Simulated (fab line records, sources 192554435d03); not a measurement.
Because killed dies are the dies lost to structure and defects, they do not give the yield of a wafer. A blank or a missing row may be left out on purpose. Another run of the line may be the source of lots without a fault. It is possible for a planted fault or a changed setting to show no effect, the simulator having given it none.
The tool behind it: which one?	flow n5_finfet	9 lots, 27 wafers sampled, at 5 steps of a route of 1938

## WHAT THE GAUGES SHOWED, per wafer
N5_GATE_CUT_INSPECT_26: inspects for defects (darkfield).
lot	measured	on	raw_defect_count
L147	day 5 03:28	defect_inspect-01	51 30 36
L150	day 5 23:42	defect_inspect-02	20 22 26
L151	day 6 04:45	defect_inspect-02	58 52 60
L152	day 6 11:55	defect_inspect-01	21 21 23
L155	day 7 03:23	defect_inspect-01	24 48 59
L158	day 8 00:40	defect_inspect-02	29 42 41
L162	day 8 22:13	defect_inspect-01	757 810 749
L166	day 10 01:44	defect_inspect-02	795 817 814
L167	day 10 04:02	defect_inspect-01	27 38 29

## TOOL THAT RAN EACH LOT (tool first, then ch and the chambers of the sampled wafers, then the start)
lot	N5_GATE_CUT_STRIP_42	N5_GATE_CUT_ETCH_47	N5_GATE_CUT_VAPOR_ETCH_49	N5_GATE_CUT_CMP_61
L147	rie_diel-06 ch 0,1,3, day 5 00:03	rie_metal-01 ch 0,1, day 5 00:21	rie_metal-01 ch 0,1, day 5 00:25	cmp-04 ch 0,1,2, day 5 03:17
L150	rie_diel-06 ch 0,1,2, day 5 20:35	rie_metal-02 ch 0,1, day 5 20:53	rie_metal-02 ch 0,1, day 5 20:56	cmp-04 ch 0,2,3, day 5 23:30
L151	rie_diel-01 ch 0,1, day 6 01:35	rie_metal-02 ch 0,1, day 6 01:53	rie_metal-02 ch 0,1, day 6 01:56	cmp-02 ch 0,1, day 6 04:33
L152	rie_diel-01 ch 0,1,2, day 6 08:47	rie_metal-01 ch 0,1, day 6 09:06	rie_metal-01 ch 0,1, day 6 09:10	cmp-01 ch 0,1, day 6 11:43
L155	rie_diel-06 ch 0,1,2, day 7 00:17	rie_metal-01 ch 0,1, day 7 00:34	rie_metal-01 ch 0,1, day 7 00:38	cmp-02 ch 0,2,3, day 7 03:10
L158	rie_diel-01 ch 0,1,2, day 7 21:33	rie_metal-02 ch 0,1, day 7 21:51	rie_metal-02 ch 0,1, day 7 21:55	cmp-02 ch 0,1,2, day 8 00:26
L162	rie_diel-05 ch 0,1,3, day 8 18:16	rie_metal-02 ch 0,1, day 8 18:34	rie_metal-02 ch 0,1, day 8 18:38	cmp-04 ch 0,1,3, day 8 21:59
L166	rie_diel-01 ch 1,2,3, day 9 22:20	rie_metal-03 ch 1, day 9 22:47	rie_metal-03 ch 1, day 9 22:55	cmp-04 ch 0,1,2, day 10 01:30
L167	rie_diel-05 ch 0,1,3, day 10 00:39	rie_metal-03 ch 1, day 10 01:06	rie_metal-03 ch 1, day 10 01:13	cmp-02 ch 0,1,2, day 10 03:49
- N5_GATE_CUT_STRIP_42: strips in O2.
- N5_GATE_CUT_ETCH_47: etches SiO2 in Cl2/BCl3, target depth 10 nm.
- N5_GATE_CUT_VAPOR_ETCH_49: etches TiAlC in BCl3/Cl2.
- N5_GATE_CUT_CMP_61: polishes, stops on SiNx, t overpolish 3 s.

## THE ANSWER, worked out from the rows above alone
Rule: what is usual is taken from the lots themselves. Put in order of their means at a reading, lots are off if they are a third of the lots or fewer, leave a main group of 4 or more, and stand apart from it by a gap of 3 or more times the standard deviation of the main group's means; of several such gaps the widest counts. If all means in a main group match to the digits the tables above print for the reading, that group is not used. A lot without any number at a reading at which 4 lots or more have one is off too. Any other lot the step has rows for is counted as sound.
Off at N5_GATE_CUT_INSPECT_26 (raw_defect_count): L162, L166. Main group: mean 36, sd 11.
A tool fits if, at a process step before that reading, it ran every lot that is off, and no sound lot after the first of them. Those tools and the gauges at N5_GATE_CUT_INSPECT_26 are tried in the same way. One fits: N5_GATE_CUT_CMP_61 on cmp-04. Its last sound lot is L150 (day 5 23:30), its first lot that is off L162 (day 8 21:59): a fault that began between those two fits.

## WHAT HAD BEEN PUT IN BY THE SIMULATOR
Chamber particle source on cmp-04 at N5_GATE_CUT_CMP_61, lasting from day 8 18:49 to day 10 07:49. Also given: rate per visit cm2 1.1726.
Struck lots among those shown: L162, L166. The same result came from the rule above.
